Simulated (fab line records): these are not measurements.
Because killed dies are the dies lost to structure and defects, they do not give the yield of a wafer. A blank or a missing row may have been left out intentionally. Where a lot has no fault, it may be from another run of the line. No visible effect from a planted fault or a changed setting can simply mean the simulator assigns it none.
fab line records	flow nand_harc
record lots=6	wafers=18	last_day=33
route steps=1302 shown P_STI@107 P_GATE@110 END@1302
lots untouched by any fault: they come from a run of this same line in which no faults occurred
start_h: hours from the record's first day to the start of the lot's first wafer shown	wait_h: hours elapsed since this lot's preceding step	" unchanged from the row above	L1.1+2: several wafers, shown together as one row	- no value present, or no start provided	* or withheld: withheld	< > ~ a bound
route shown NAME@n: a module of which the file shows steps, and the number in the route of the first	usual: mean/standard deviation taken from wafers without a fault	same: alike in all rows	chamber/n: place in a boat	sites: per-site readings	_std_site: standard deviation across them	_edge_site: mean of outer sites minus mean of inner sites	radius_mm: for every site, how far away it sits from the centre of the wafer	mask NAME#n: copy n	behind: the tool/chamber that last shaped the wafer	hold: why the lot went on hold/how many hours it stayed there/how the hold came to an end	device: names the non-switching transistor (n, p or np)	end of line: at the end of the route, the tests of the same wafers	for a step that has no rows: nothing shown but its recipe	killed: count of dies lost to structure and defects at first sort (not the wafer's yield)	map: the dies of a wafer, with x for killed, . for not killed, _ for no die there
set.NAME: the setting as run; set.NAME@STEP: as run at that earlier step	model.NAME: the simulator's own value behind a step, which no gauge read
lots at some steps of the route; a table a step, a row a wafer
services: from which hour (start_h, from the record's first day; less than 0 if before it) a tool's chamber was out of use, for how many hours, and why
## steps
# step NHARC_P_STI_SRD_39
# step NHARC_P_STI_OXIDE_40
# recipe target_thk_a=100	temp_c=900	ox_time_s=1362	material=SiO2
# step NHARC_P_STI_INSPECT_25
# usual raw_defect_count=214/78
lot.wafer	tool	chamber	start_h	wait_h	raw_defect_count
L342.2	defect_inspect-01	-	165.10	0.4	78
L342.4	"	-	"	"	90
L342.6	"	-	"	"	156
L343.2	defect_inspect-01	-	171.04	0.4	209
L343.4	"	-	"	"	219
L343.6	"	-	"	"	204
L344.1	defect_inspect-01	-	179.50	0.4	258
L344.4	"	-	"	"	209
L344.5	"	-	"	"	196
L346.3	defect_inspect-02	-	200.88	0.4	258
L346.4	"	-	"	"	158
L346.5	"	-	"	"	141
L353.2	defect_inspect-01	-	268.11	0.4	230
L353.3	"	-	"	"	268
L353.6	"	-	"	"	283
L354.2	defect_inspect-01	-	279.29	0.4	260
L354.4	"	-	"	"	221
L354.6	"	-	"	"	162
# step NHARC_P_GATE_ETCH_69
# recipe target_depth_a=140	chemistry=dHF	material=SiO2
# step NHARC_P_GATE_PRECLEAN_70
# recipe time_s=*	temp_c=50	bath_age_min=0	chemistry=SC1
# step NHARC_P_GATE_SRD_01
# step NHARC_P_GATE_OXIDE_02
# recipe target_thk_a=375	temp_c=950	p_h2o_torr=720	ox_time_s=365	material=SiO2
# step NHARC_P_GATE_DEHYDRATE_03
# recipe temp_c=150	time_s=120
# step NHARC_P_GATE_HMDS_04
# recipe time_s=30
# step NHARC_P_GATE_COAT_05
# recipe spin_rpm=4690
# step NHARC_P_GATE_SOFTBAKE_06
# recipe temp_c=122	time_s=95
# step NHARC_P_GATE_EBR_07
# step NHARC_P_GATE_EXPOSE_08
# recipe na=0.6	dose_mj=16.75	mask_id=P_HV
# usual exposure_dose_mJ_cm2=16.751/0.016	focus_offset_nm=0.2/0.47	reticle_temp_C=23.00/0.089
lot.wafer	tool	chamber	start_h	wait_h	mask	exposure_dose_mJ_cm2	focus_offset_nm	reticle_temp_C
L342.2	krf_scanner-02	0	173.62	-	P_HV#0	16.738	0.1	23.05
L342.4	"	0	"	"	P_HV#0	16.741	0.2	23.10
L342.6	"	0	"	"	P_HV#0	16.774	0.0	22.98
L343.2	krf_scanner-03	-	179.28	-	P_HV#0	-	-	-
L343.4	"	-	"	"	P_HV#0	-	-	-
L343.6	"	-	"	"	P_HV#0	-	-	-
L344.1	krf_scanner-02	-	187.71	-	P_HV#0	-	-	-
L344.4	"	-	"	"	P_HV#0	-	-	-
L344.5	"	-	"	"	P_HV#0	-	-	-
L346.3	krf_scanner-01	0	211.54	-	P_HV#0	16.703	1.9	23.11
L346.4	"	0	"	"	P_HV#0	16.731	0.7	23.32
L346.5	"	0	"	"	P_HV#0	16.740	0.7	23.10
L353.2	krf_scanner-02	0	276.27	-	P_HV#0	16.746	0.0	23.12
L353.3	"	0	"	"	P_HV#0	16.742	0.0	23.00
L353.6	"	0	"	"	P_HV#0	16.762	-0.1	23.00
L354.2	krf_scanner-02	0	288.49	-	P_HV#0	16.797	0.8	22.90
L354.4	"	0	"	"	P_HV#0	16.787	0.3	23.06
L354.6	"	0	"	"	P_HV#0	16.753	-0.6	22.96
# step NHARC_P_GATE_PEB_09
# recipe peb_temp_c=118	peb_time_s=85
# step NHARC_P_GATE_DEVELOP_10
# recipe time_s=70
# step NHARC_P_GATE_CD_MEAS_11
# recipe target_cd_nm=1640	landing_energy_ev=500
# usual cd_nm=1639.5/2.2
lot.wafer	tool	chamber	start_h	wait_h	cd_nm
L342.2	cd_sem-01	0	173.78	-	1640.0
L342.4	"	0	"	"	1643.9
L342.6	"	0	"	"	1643.2
L343.2	cd_sem-01	0	179.44	-	-
L343.4	"	0	"	"	-
L343.6	"	0	"	"	-
L344.1	cd_sem-02	0	187.87	-	-
L344.4	"	0	"	"	-
L344.5	"	0	"	"	-
L346.3	cd_sem-03	0	211.69	-	1638.8
L346.4	"	0	"	"	1641.9
L346.5	"	0	"	"	1635.4
L353.2	cd_sem-01	0	276.43	-	1639.4
L353.3	"	0	"	"	1641.0
L353.6	"	0	"	"	1639.1
L354.2	cd_sem-03	0	288.65	-	1643.7
L354.4	"	0	"	"	1641.7
L354.6	"	0	"	"	1644.2
# step NHARC_P_GATE_HARDBAKE_12
# recipe temp_c=125	time_s=80
# step NHARC_P_GATE_DESCUM_13
# recipe time_s=3	o2_flow_sccm=200	ar_flow_sccm=0	bias_power_w=0	chemistry=O2
# step NHARC_P_GATE_ETCH_14
# recipe target_depth_a=488	chemistry=dHF	material=SiO2
# step NHARC_P_GATE_STRIP_15
# recipe time_s=780	temp_c=130	chemistry=SPM
# step NHARC_P_GATE_PRECLEAN_71
# recipe time_s=*	temp_c=50	bath_age_min=0	chemistry=SC1
# step NHARC_P_GATE_SRD_72
# step NHARC_P_GATE_OXIDE_16
# recipe target_thk_a=30	temp_c=875	ox_time_s=392	material=SiO2
# step NHARC_P_GATE_CVD_17
# recipe target_thk_a=1500	temp_c=620	time_s=900	material=poly-Si
# step NHARC_P_GATE_HM_DEP_102
# recipe target_thk_a=1200	temp_c=400	material=aC
# usual throttle_valve_pct=35.000/0.009
lot.wafer	tool	chamber	start_h	wait_h	throttle_valve_pct
L342.2	acl_dep-02	0	188.01	1.2	34.995
L342.4	"	0	"	"	35.016
L342.6	"	0	"	"	34.989
L343.2	acl_dep-02	0	196.66	5.0	35.012
L343.4	"	0	"	"	35.000
L343.6	"	0	"	"	35.004
L344.1	acl_dep-01	0	204.97	4.5	34.994
L344.4	"	0	"	"	34.989
L344.5	"	0	"	"	34.999
L346.3	acl_dep-02	0	225.67	1.6	35.000
L346.4	"	0	"	"	35.013
L346.5	"	0	"	"	35.004
L353.2	acl_dep-03	0	291.09	2.5	34.990
L353.3	"	0	"	"	35.003
L353.6	"	0	"	"	35.003
L354.2	acl_dep-01	0	301.33	0.5	34.989
L354.4	"	0	"	"	34.987
L354.6	"	0	"	"	35.011
# step NHARC_P_GATE_DEP_103
# recipe target_thk_a=300	target_thk_nm=30	temp_c=400	flow_sccm=200	rf_w=350	material=SiON
# usual heater_power_w=715/110
lot.wafer	tool	chamber	start_h	wait_h	heater_power_w
L342.2	pecvd-04	1	188.62	0.5	645
L342.6	"	1	"	"	659
L342.4	"	0	"	"	805
L343.2	pecvd-02	2	197.27	0.5	829
L343.6	"	0	"	"	638
L343.4	"	1	"	"	620
L344.1	pecvd-02	2	205.66	0.6	803
L344.4	"	2	"	"	786
L344.5	"	0	"	"	586
L346.3	pecvd-02	2	226.16	0.4	758
L346.5	"	1	"	"	659
L346.4	"	2	"	"	759
L353.3	pecvd-04	0	291.64	0.3	802
L353.2	"	2	"	"	702
L353.6	"	2	"	"	710
L354.2	pecvd-03	0	301.94	0.5	863
L354.6	"	1	"	"	626
L354.4	"	0	"	"	861
# step NHARC_P_GATE_DEHYDRATE_18
# recipe temp_c=150	time_s=120
# step NHARC_P_GATE_HMDS_19
# recipe time_s=30
# step NHARC_P_GATE_COAT_20
# recipe spin_rpm=1500	resist_thk_nm=90
# step NHARC_P_GATE_SOFTBAKE_21
# recipe temp_c=105	time_s=55
# step NHARC_P_GATE_EBR_22
# step NHARC_P_GATE_EXPOSE_23
# recipe na=1.35	target_cd_nm=120	dose_mj=93.91	mask_id=P_GATE
# step NHARC_P_GATE_PEB_24
# recipe peb_temp_c=100	peb_time_s=65
# step NHARC_P_GATE_DEVELOP_25
# recipe develop_time_s=35	dev_temp_c=23
# step NHARC_P_GATE_CD_MEAS_26
# recipe target_cd_nm=120	landing_energy_ev=500
# usual cd_nm=119.9/0.71
lot.wafer	tool	chamber	start_h	wait_h	cd_nm
L342.2	cd_sem-02	0	189.17	-	119.1
L342.4	"	0	"	"	119.6
L342.6	"	0	"	"	120.2
L343.2	cd_sem-02	0	197.77	-	121.3
L343.4	"	0	"	"	120.3
L343.6	"	0	"	"	120.4
L344.1	cd_sem-01	0	206.36	-	120.2
L344.4	"	0	"	"	119.9
L344.5	"	0	"	"	118.7
L346.3	cd_sem-01	0	226.82	-	118.8
L346.4	"	0	"	"	120.1
L346.5	"	0	"	"	119.6
L353.2	cd_sem-03	0	292.33	-	118.5
L353.3	"	0	"	"	121.1
L353.6	"	0	"	"	119.9
L354.2	cd_sem-01	0	302.56	-	118.9
L354.4	"	0	"	"	119.4
L354.6	"	0	"	"	120.1
# step NHARC_P_GATE_OVL_MEAS_27
# usual overlay_x_nm=-0.1/0.72	overlay_y_nm=0.1/0.65
lot.wafer	tool	chamber	start_h	wait_h	overlay_x_nm	overlay_y_nm
L342.2	overlay-01	-	189.26	-	0.2	0.0
L342.4	"	-	"	"	0.3	0.1
L342.6	"	-	"	"	0.1	-0.1
L343.2	overlay-02	-	197.86	-	-0.4	-0.1
L343.4	"	-	"	"	-0.9	-0.4
L343.6	"	-	"	"	-1.1	-0.2
L344.1	overlay-02	-	206.45	-	0.9	0.3
L344.4	"	-	"	"	1.4	0.5
L344.5	"	-	"	"	1.5	0.8
L346.3	overlay-01	-	226.91	-	-0.7	0.1
L346.4	"	-	"	"	-0.7	0.7
L346.5	"	-	"	"	-1.2	0.6
L353.2	overlay-02	-	292.41	-	0.7	-0.3
L353.3	"	-	"	"	1.0	-0.1
L353.6	"	-	"	"	1.5	-0.7
L354.2	overlay-01	-	302.64	-	-0.1	-1.1
L354.4	"	-	"	"	0.2	-0.9
L354.6	"	-	"	"	0.5	-0.6
# step NHARC_P_GATE_INSPECT_28
# usual raw_defect_count=6.2/2.8
lot.wafer	tool	chamber	start_h	wait_h	raw_defect_count
L342.2	defect_inspect-02	-	189.29	0.0	10
L342.4	"	-	"	"	7
L342.6	"	-	"	"	8
L343.2	defect_inspect-02	-	197.90	0.0	1100
L343.4	"	-	"	"	1059
L343.6	"	-	"	"	1116
L344.1	defect_inspect-02	-	206.49	0.0	1093
L344.4	"	-	"	"	1085
L344.5	"	-	"	"	1018
L346.3	defect_inspect-02	-	226.94	0.0	9
L346.4	"	-	"	"	11
L346.5	"	-	"	"	7
L353.2	defect_inspect-02	-	292.45	0.0	4
L353.3	"	-	"	"	1
L353.6	"	-	"	"	4
L354.2	defect_inspect-02	-	302.68	0.0	5
L354.4	"	-	"	"	6
L354.6	"	-	"	"	9
# step NHARC_P_GATE_DESCUM_31
# recipe time_s=3	o2_flow_sccm=200	ar_flow_sccm=0	bias_power_w=0	chemistry=O2
# usual drypump_motor_current_A=5.6/0.54	oes_product_au=0.998/0.014	rf_vpp_V=58.1/0.92	showerhead_plenum_p_Torr=1.98/0.072	throttle_valve_pct=11.310/0.0096
lot.wafer	tool	chamber	start_h	wait_h	drypump_motor_current_A	oes_product_au	rf_hours_counter_h	rf_vpp_V	showerhead_plenum_p_Torr	throttle_valve_pct
L342.2	rie_diel-03	0	189.36	0.1	5.2	1.035	5.0	58.5	2.03	11.311
L342.4	"	1	"	"	6.2	0.992	4.4	57.3	1.81	11.300
L342.6	"	0	"	"	5.2	1.032	-	58.6	2.03	11.303
L343.2	rie_diel-03	2	197.98	0.1	5.5	0.992	3.5	58.3	1.99	11.301
L343.6	"	0	"	"	5.2	1.018	-	58.9	2.03	11.313
L343.4	"	2	"	"	5.5	0.992	-	59.9	1.99	11.307
L344.1	rie_diel-03	2	206.55	0.1	5.5	1.003	3.8	58.0	1.99	11.307
L344.4	"	1	"	"	6.2	0.988	4.7	57.2	1.81	11.301
L344.5	"	3	"	"	5.6	1.014	-	58.6	2.05	11.292
L346.4	rie_diel-04	1	227.00	0.1	4.7	0.982	3.1	58.3	2.05	11.307
L346.3	"	0	"	"	5.4	1.009	2.9	57.9	2.06	11.290
L346.5	"	1	"	"	4.7	0.987	-	59.2	2.05	11.303
L353.2	rie_diel-11	1	292.51	0.1	4.9	1.005	2.5	58.0	1.98	11.322
L353.3	"	0	"	"	5.6	1.019	1.3	57.3	1.93	11.306
L353.6	"	2	"	"	6.6	0.992	-	57.9	1.87	11.321
L354.4	rie_diel-04	2	302.75	0.1	5.8	0.985	6.8	58.5	2.03	11.287
L354.2	"	3	"	"	6.3	1.016	7.7	58.0	2.03	11.325
L354.6	"	2	"	"	5.8	0.999	-	58.7	2.03	11.304
# step NHARC_P_GATE_ETCH_104
# recipe target_depth_a=600	time_s=withheld	cf4_flow_sccm=100	chf3_flow_sccm=30	ar_flow_sccm=0	rf_w=500	bias_w=200	chemistry=CF4/CHF3
# usual drypump_motor_current_A=5.6/0.53	oes_product_au=0.946/0.027	rf_vpp_V=372.3/1.9	showerhead_plenum_p_Torr=1.63/0.057	throttle_valve_pct=16.802/0.0092
lot.wafer	tool	chamber	start_h	wait_h	drypump_motor_current_A	oes_product_au	rf_vpp_V	showerhead_plenum_p_Torr	throttle_valve_pct
L342.4	rie_diel-03	2	189.44	0.1	5.5	0.922	371.8	1.63	16.820
L342.2	"	0	"	"	5.2	0.945	374.0	1.66	16.799
L342.6	"	2	"	"	5.5	0.922	372.3	1.63	16.801
L343.2	rie_diel-03	3	198.06	0.1	5.7	0.924	374.6	1.68	16.813
L343.6	"	3	"	"	5.7	0.917	374.3	1.68	16.803
L343.4	"	0	"	"	5.2	0.953	372.9	1.66	16.802
L344.1	rie_diel-03	2	206.64	0.1	5.5	0.942	372.5	1.63	16.797
L344.4	"	3	"	"	5.7	0.959	374.0	1.68	16.812
L344.5	"	1	"	"	6.2	0.954	369.2	1.50	16.791
L346.4	rie_diel-04	0	227.09	0.1	5.4	0.931	374.4	1.69	16.817
L346.3	"	1	"	"	4.7	0.910	374.9	1.68	16.809
L346.5	"	3	"	"	6.3	0.917	373.3	1.67	16.800
L353.2	rie_diel-11	2	292.59	0.1	6.6	0.947	369.2	1.54	16.791
L353.3	"	3	"	"	5.5	0.987	373.7	1.67	16.797
L353.6	"	2	"	"	6.6	0.944	368.2	1.54	16.810
L354.4	rie_diel-04	2	302.83	0.1	5.8	0.920	372.0	1.66	16.818
L354.2	"	3	"	"	6.3	0.917	373.2	1.67	16.811
L354.6	"	1	"	"	4.7	0.913	373.8	1.68	16.799
# step NHARC_P_GATE_HM_OPEN_105
# recipe target_depth_a=3600	o2_flow_sccm=400	cos_flow_sccm=20	ar_flow_sccm=0	rf_w=500	bias_w=300	chemistry=O2/COS
# usual drypump_motor_current_A=5.6/0.53	oes_product_au=0.997/0.015	rf_vpp_V=469.2/2.6	showerhead_plenum_p_Torr=3.22/0.12	throttle_valve_pct=28.329/0.0093
lot.wafer	tool	chamber	start_h	wait_h	drypump_motor_current_A	oes_product_au	rf_hours_counter_h	rf_vpp_V	showerhead_plenum_p_Torr	throttle_valve_pct
L342.2	rie_diel-03	3	-	-	5.6	0.992	4.8	471.8	3.33	28.336
L342.4	"	0	"	"	5.2	1.035	5.0	470.5	3.29	28.337
L342.6	"	3	"	"	5.7	0.990	-	472.4	3.33	28.316
L343.2	rie_diel-03	3	-	-	5.7	1.001	5.0	471.4	3.33	28.329
L343.6	"	0	"	"	5.2	1.017	-	472.1	3.29	28.313
L343.4	"	3	"	"	5.7	0.997	-	469.8	3.33	28.319
L344.4	rie_diel-03	0	-	-	5.2	1.026	5.5	470.5	3.29	28.331
L344.1	"	2	"	"	5.5	1.001	3.8	469.8	3.24	28.327
L344.5	"	3	"	"	5.6	0.997	-	472.7	3.33	28.334
L346.3	rie_diel-04	1	-	-	4.7	0.984	3.1	472.2	3.33	28.328
L346.4	"	2	"	"	5.8	0.995	2.8	469.6	3.30	28.325
L346.5	"	0	"	"	5.4	0.998	-	472.0	3.35	28.333
L353.3	rie_diel-11	0	-	-	5.6	1.017	1.3	468.0	3.15	28.340
L353.2	"	1	"	"	4.9	1.000	2.5	468.8	3.22	28.347
L353.6	"	2	"	"	6.6	0.985	-	465.1	3.06	28.319
L354.2	rie_diel-04	1	-	-	4.7	0.967	7.3	472.0	3.33	28.299
L354.4	"	3	"	"	6.3	0.993	7.7	471.7	3.31	28.326
L354.6	"	0	"	"	5.4	1.008	-	471.5	3.34	28.338
# step NHARC_P_GATE_STRIP_106
# recipe o2_flow_sccm=400	cos_flow_sccm=20	ar_flow_sccm=0	bias_w=0	chemistry=O2/COS
# step NHARC_P_GATE_ETCH_114
# recipe target_depth_a=300	overetch_a=30	time_s=16.5	ion_energy_ev=100	cf4_flow_sccm=80	o2_flow_sccm=20	ar_flow_sccm=0	rf_w=300	bias_w=100	chemistry=CF4/O2
# step NHARC_P_GATE_INSPECT_68
# usual raw_defect_count=195/72
lot.wafer	tool	chamber	start_h	wait_h	raw_defect_count
L342.2	defect_inspect-02	-	207.92	0.1	69
L342.4	"	-	"	"	120
L342.6	"	-	"	"	163
L343.2	defect_inspect-02	-	218.24	0.1	1319
L343.4	"	-	"	"	1251
L343.6	"	-	"	"	1296
L344.1	defect_inspect-02	-	227.05	0.2	1314
L344.4	"	-	"	"	1278
L344.5	"	-	"	"	1224
L346.3	defect_inspect-01	-	245.45	0.1	251
L346.4	"	-	"	"	171
L346.5	"	-	"	"	164
L353.2	defect_inspect-02	-	311.00	0.1	207
L353.3	"	-	"	"	239
L353.6	"	-	"	"	246
L354.2	defect_inspect-01	-	321.07	0.1	252
L354.4	"	-	"	"	157
L354.6	"	-	"	"	125
# step NHARC_END_SORT_01
# recipe temp_c=25
# usual killed_at_array=64/20	killed_at_other=0.7/1.1	killed_at_periphery=3.6/2.7	killed_dies=68/20	killed_open=2.8/1.9	killed_short=2.3/1.5
# same gross_dies=677
lot.wafer	tool	chamber	start_h	wait_h	killed_at_array	killed_at_other	killed_at_periphery	killed_dies	killed_open	killed_short
L343.2	prober-02	0	665.03	2.8	24	0	653	677	2	1
L343.4	prober-02	0	666.66	3.4	24	1	652	677	4	4
L343.6	prober-02	0	668.28	4.1	23	1	653	677	3	3
L344.1	prober-01	0	688.78	2.5	70	0	607	677	5	3
L344.4	prober-01	0	691.19	3.4	60	3	614	677	4	2
L344.5	prober-01	0	691.99	3.7	60	0	617	677	3	5
# killed by level:class
L343.2 P_GATE:area_expose=651 A_CHANNEL_HOLE_D1:chamber_film_flake=11 A_SLIT:chamber_film_flake=4 A_WL_FILL:chamber_film_flake=2 A_CONTACT:chamber_film_flake=2 P_CONTACT:geometric_particle:open=1 A_DECK1_JOINT:geometric_particle:short=1 A_M0:geometric_particle:open=1
L343.4 P_GATE:area_expose=649 A_CONTACT:chamber_film_flake=7 A_STAIRCASE:chamber_film_flake=3 A_SLIT:chamber_film_flake=3 A_ONON_D1:geometric_particle:short=2 A_CHANNEL_HOLE_D1:chamber_film_flake=2 P_M0:geometric_particle:open=1 P_M2:geometric_particle:open=1
L343.6 P_GATE:area_expose=649 A_CHANNEL_HOLE_D1:chamber_film_flake=8 P_BONDPAD:chamber_film_flake=3 A_SLIT:chamber_film_flake=2 A_CONTACT:chamber_film_flake=2 A_BONDPAD:chamber_film_flake=2 A_ONON_D1:geometric_particle:short=1 A_CHANNEL_HOLE_D1:geometric_particle:open=1
L344.1 P_GATE:area_expose=603 A_CHANNEL_HOLE_D1:chamber_film_flake=38 A_CHANNEL_HOLE_D2:chamber_film_flake=16 P_STI:chamber_film_flake=3 A_ONON_D1:geometric_particle:short=2 A_WL_FILL:geometric_particle:open=2 A_DECK1_JOINT:chamber_film_flake=2 A_CHANNEL_FILL_D2:chamber_film_flake=2
L344.4 P_GATE:area_expose=614 A_CHANNEL_HOLE_D1:chamber_film_flake=27 A_CHANNEL_HOLE_D2:chamber_film_flake=18 A_CONTACT:chamber_film_flake=4 THIN_TSV:chamber_film_flake=3 A_CHANNEL_FILL_D2:chamber_film_flake=2 A_ONON_D1:geometric_particle:short=1 A_ONON_D1:geometric_particle:open=1
L344.5 P_GATE:area_expose=615 A_CHANNEL_HOLE_D1:chamber_film_flake=27 A_CHANNEL_HOLE_D2:chamber_film_flake=13 A_CONTACT:chamber_film_flake=5 A_CHANNEL_FILL_D2:chamber_film_flake=4 A_WL_FILL:geometric_particle:short=2 A_ONON_D1:geometric_particle:short=1 A_CHANNEL_HOLE_D1:geometric_particle:open=1
# map L343.2 (x killed, . not)
____________x____________
_________xxxxxxx_________
_______xxxxxxxxxxx_______
______xxxxxxxxxxxxx______
_____xxxxxxxxxxxxxxx_____
____xxxxxxxxxxxxxxxxx____
____xxxxxxxxxxxxxxxxx____
___xxxxxxxxxxxxxxxxxxx___
___xxxxxxxxxxxxxxxxxxx___
__xxxxxxxxxxxxxxxxxxxxx__
__xxxxxxxxxxxxxxxxxxxxx__
_xxxxxxxxxxxxxxxxxxxxxxx_
_xxxxxxxxxxxxxxxxxxxxxxx_
_xxxxxxxxxxxxxxxxxxxxxxx_
_xxxxxxxxxxxxxxxxxxxxxxx_
_xxxxxxxxxxxxxxxxxxxxxxx_
xxxxxxxxxxxxxxxxxxxxxxxxx
xxxxxxxxxxxxxxxxxxxxxxxxx
xxxxxxxxxxxxxxxxxxxxxxxxx
xxxxxxxxxxxxxxxxxxxxxxxxx
xxxxxxxxxxxxxxxxxxxxxxxxx
_xxxxxxxxxxxxxxxxxxxxxxx_
_xxxxxxxxxxxxxxxxxxxxxxx_
_xxxxxxxxxxxxxxxxxxxxxxx_
_xxxxxxxxxxxxxxxxxxxxxxx_
_xxxxxxxxxxxxxxxxxxxxxxx_
__xxxxxxxxxxxxxxxxxxxxx__
__xxxxxxxxxxxxxxxxxxxxx__
___xxxxxxxxxxxxxxxxxxx___
___xxxxxxxxxxxxxxxxxxx___
____xxxxxxxxxxxxxxxxx____
____xxxxxxxxxxxxxxxxx____
_____xxxxxxxxxxxxxxx_____
______xxxxxxxxxxxxx______
_______xxxxxxxxxxx_______
_________xxxxxxx_________
____________x____________
# map L344.1 (x killed, . not)
____________x____________
_________xxxxxxx_________
_______xxxxxxxxxxx_______
______xxxxxxxxxxxxx______
_____xxxxxxxxxxxxxxx_____
____xxxxxxxxxxxxxxxxx____
____xxxxxxxxxxxxxxxxx____
___xxxxxxxxxxxxxxxxxxx___
___xxxxxxxxxxxxxxxxxxx___
__xxxxxxxxxxxxxxxxxxxxx__
__xxxxxxxxxxxxxxxxxxxxx__
_xxxxxxxxxxxxxxxxxxxxxxx_
_xxxxxxxxxxxxxxxxxxxxxxx_
_xxxxxxxxxxxxxxxxxxxxxxx_
_xxxxxxxxxxxxxxxxxxxxxxx_
_xxxxxxxxxxxxxxxxxxxxxxx_
xxxxxxxxxxxxxxxxxxxxxxxxx
xxxxxxxxxxxxxxxxxxxxxxxxx
xxxxxxxxxxxxxxxxxxxxxxxxx
xxxxxxxxxxxxxxxxxxxxxxxxx
xxxxxxxxxxxxxxxxxxxxxxxxx
_xxxxxxxxxxxxxxxxxxxxxxx_
_xxxxxxxxxxxxxxxxxxxxxxx_
_xxxxxxxxxxxxxxxxxxxxxxx_
_xxxxxxxxxxxxxxxxxxxxxxx_
_xxxxxxxxxxxxxxxxxxxxxxx_
__xxxxxxxxxxxxxxxxxxxxx__
__xxxxxxxxxxxxxxxxxxxxx__
___xxxxxxxxxxxxxxxxxxx___
___xxxxxxxxxxxxxxxxxxx___
____xxxxxxxxxxxxxxxxx____
____xxxxxxxxxxxxxxxxx____
_____xxxxxxxxxxxxxxx_____
______xxxxxxxxxxxxx______
_______xxxxxxxxxxx_______
_________xxxxxxx_________
____________x____________
## services
tool	chamber	start_h	hours	kind
rie_diel-11	3	152.50	3.1	repair
pecvd-04	-	152.62	0.8	repair
rie_diel-11	-	167.54	1.1	repair
rie_diel-04	-	177.90	9.0	pm
rie_diel-11	1	179.31	1.3	repair
pecvd-04	-	183.34	3.3	repair
pecvd-03	-	185.00	13.0	pm
rie_diel-03	-	185.57	0.5	repair
acl_dep-01	-	188.27	13.0	pm
rie_diel-03	1	190.94	9.7	repair
krf_scanner-03	-	224.00	4.0	pm
pecvd-02	-	227.10	13.0	pm
rie_diel-04	-	227.89	0.5	repair
rie_diel-11	3	240.03	13.1	repair
acl_dep-02	-	244.31	13.0	pm
rie_diel-11	0	249.90	33.1	repair
rie_diel-11	-	255.50	9.0	pm
krf_scanner-02	-	257.24	0.4	repair
pecvd-04	2	260.84	4.9	repair
krf_scanner-02	-	266.00	4.0	pm
pecvd-04	-	269.01	13.0	pm
rie_diel-03	-	281.30	9.0	pm
krf_scanner-02	-	283.32	0.4	repair
krf_scanner-02	-	291.04	0.5	repair
## key
first_sign step=NHARC_P_GATE_EXPOSE_08	reading=tool_record	direction=missing
effect step=NHARC_P_GATE_CD_MEAS_11	reading=cd_nm	direction=missing
effect step=NHARC_P_GATE_INSPECT_28	reading=raw_defect_count	direction=up	sigmas=99+	usual=6.2	struck=1078.5
effect step=NHARC_P_GATE_INSPECT_68	reading=raw_defect_count	direction=up	sigmas=15	usual=195	struck=1280
effect step=NHARC_END_SORT_01	reading=killed_at_periphery	direction=up	sigmas=99+	usual=3.6	struck=632.7
more_kills_born_at NHARC_P_GATE_EXPOSE_08@krf_scanner-03=1949	NHARC_P_GATE_EXPOSE_08@krf_scanner-02=1832
met_at NHARC_P_GATE_EXPOSE_08
struck_wafers L343.2,L343.4,L343.6,L344.1,L344.4,L344.5
later_rows_left_out L343.2,L343.4,L343.6,L344.1,L344.4,L344.5
tester_left_out L343,L344
onset_between 173.62 179.28
fault kind=skipped_step_whole	tool=krf_scanner-02,krf_scanner-03	chamber=-	onset_h=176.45	steps=NHARC_P_GATE_EXPOSE_08	scope=struck_lots_only
# tester_left_out: of these lots the tester's yield and bins aren't shown, on N5 and GAA mostly nor the transistor test; their killed dies are dies lost to structure and defects alone, not to doping, threshold or leakage, so they don't give the yield
# later_rows_left_out: the simulator's readings of these wafers behind a module that went badly wrong aren't trusted and aren't shown, but for the sort
